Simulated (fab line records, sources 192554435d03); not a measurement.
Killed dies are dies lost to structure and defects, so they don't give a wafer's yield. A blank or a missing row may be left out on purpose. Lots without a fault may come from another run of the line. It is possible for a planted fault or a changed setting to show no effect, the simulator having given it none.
Chamber matching | flow n5-finfet | 4 sister chambers for N5_BEOL_M8_STRIP_36 on rie-diel-02
The step strips in N2/H2. 4 wafers are shown with their chamber, then 9 later ones without.

== WAFERS WITH THEIR CHAMBER ==
wafer  | chamber | showerhead-plenum-p-Torr (Torr)
L080.6 | 0       | 2.43
L083.1 | 2       | 2.63
L083.2 | 3       | 2.56
L083.5 | 1       | 2.57

== WAFERS WHOSE CHAMBER IS MISSING ==
wafer  | showerhead-plenum-p-Torr (Torr)
L090.2 | 2.55
L090.3 | 2.57
L090.4 | 2.42
L092.2 | 2.56
L092.5 | 2.42
L092.6 | 2.56
L095.2 | 2.41
L095.4 | 2.56
L095.5 | 2.55

== THE CHAMBER EACH PASSED THROUGH ==
wafer  | from the rows above     | in truth
L090.2 | can't be placed: 3 or 1 | 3
L090.3 | can't be placed: 1 or 3 | 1
L090.4 | 0                       | 0
L092.2 | can't be placed: 3 or 1 | 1
L092.5 | 0                       | 0
L092.6 | can't be placed: 3 or 1 | 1
L095.2 | 0                       | 0
L095.4 | can't be placed: 3 or 1 | 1
L095.5 | can't be placed: 3 or 1 | 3
Correctly placed: 3 of 9. Not placeable from these rows: 6 (in 6, the candidates include the true chamber). 0 placed wrongly.
How it was worked out, from the rows above alone: a wafer's distance from a chamber is the root of the sum, over the readings, of the square of ((its reading less the chamber's mean) divided by the reading's scatter). The wafer belongs to the nearest chamber; if the next one is less than 2 further off, it can't be placed. The mean given for a chamber averages the wafers shown for that chamber. The scatter: with one shown wafer a chamber, the root of the mean of the squares of how far each hidden wafer lies from its nearest shown one.
